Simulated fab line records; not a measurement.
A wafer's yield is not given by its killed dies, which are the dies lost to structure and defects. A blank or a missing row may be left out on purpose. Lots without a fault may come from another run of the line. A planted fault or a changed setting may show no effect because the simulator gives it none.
Matching of chambers | flow nand_harc | NHARC_P_M2_DESCUM_14 on rie_diel-03 has 4 sister chambers
The step chemistry O2, time 3 s. 14 wafers are shown with their chamber, then 7 later ones without.

== WAFERS WITH THEIR CHAMBER ==
wafer  | chamber | showerhead_plenum_p_Torr (Torr) | drypump_motor_current_A (A) | rf_vpp_V (V)
L105.2 | 1       | 2.04                            | 6.3                         | 59.1
L105.3 | 2       | 1.79                            | 5.6                         | 57.3
L105.6 | 2       | 1.79                            | 5.7                         | 57.6
L107.3 | 0       | 1.91                            | 6.0                         | 57.0
L107.4 | 2       | 1.79                            | 5.7                         | 57.3
L107.5 | 1       | 2.04                            | 6.3                         | 58.0
L109.1 | 0       | 1.90                            | 5.9                         | 57.9
L109.3 | 2       | 1.79                            | 5.7                         | 57.9
L109.4 | 3       | 1.98                            | 5.0                         | 58.3
L110.1 | 2       | 1.79                            | 5.7                         | 55.7
L110.5 | 3       | 1.98                            | 4.9                         | 58.2
L110.6 | 0       | 1.90                            | 5.9                         | 58.1
L118.1 | 0       | 1.90                            | 5.9                         | 57.4
L118.2 | 1       | 2.04                            | 6.3                         | 57.7

SIGNATURES, as means of the wafers listed above
reading                  | chamber 0 | chamber 1 | chamber 2 | chamber 3 | scatter within a chamber
showerhead_plenum_p_Torr | 1.9025    | 2.0400    | 1.7900    | 1.9800    | 0.00274
drypump_motor_current_A  | 5.925     | 6.300     | 5.680     | 4.950     | 0.0453
rf_vpp_V                 | 57.600    | 58.267    | 57.160    | 58.250    | 0.689
Rule: a wafer lies at a distance from a chamber equal to the root of the sum of squares, over the readings, of (its reading less the chamber's mean, divided by the reading's scatter). The wafer belongs to the nearest chamber; if the next one is less than 2 further off, it can't be placed. How the scatter is found: for the shown wafers, subtract from each reading the mean of its chamber, square and add these, divide the total by (wafers less chambers), then take the root.

== WAFERS MISSING THEIR CHAMBER ==
wafer  | showerhead_plenum_p_Torr (Torr) | drypump_motor_current_A (A) | rf_vpp_V (V)
L118.3 | 1.98                            | 4.9                         | 59.1
L119.1 | 1.90                            | 5.9                         | 57.6
L119.5 | 1.79                            | 5.7                         | 58.4
L119.6 | 1.98                            | 5.0                         | 56.8
L125.1 | 1.98                            | 4.9                         | 59.4
L125.2 | 1.79                            | 5.7                         | 56.6
L125.5 | 1.90                            | 5.9                         | 58.7

== EACH ONE'S CHAMBER ==
wafer  | from the rows above | in truth
L118.3 | 3                   | 3
L119.1 | 0                   | 0
L119.5 | 2                   | 2
L119.6 | 3                   | 3
L125.1 | 3                   | 3
L125.2 | 2                   | 2
L125.5 | 0                   | 0
Correct placement for 7 of the 7. Not placeable from these rows: 0. Wrongly placed: 0.
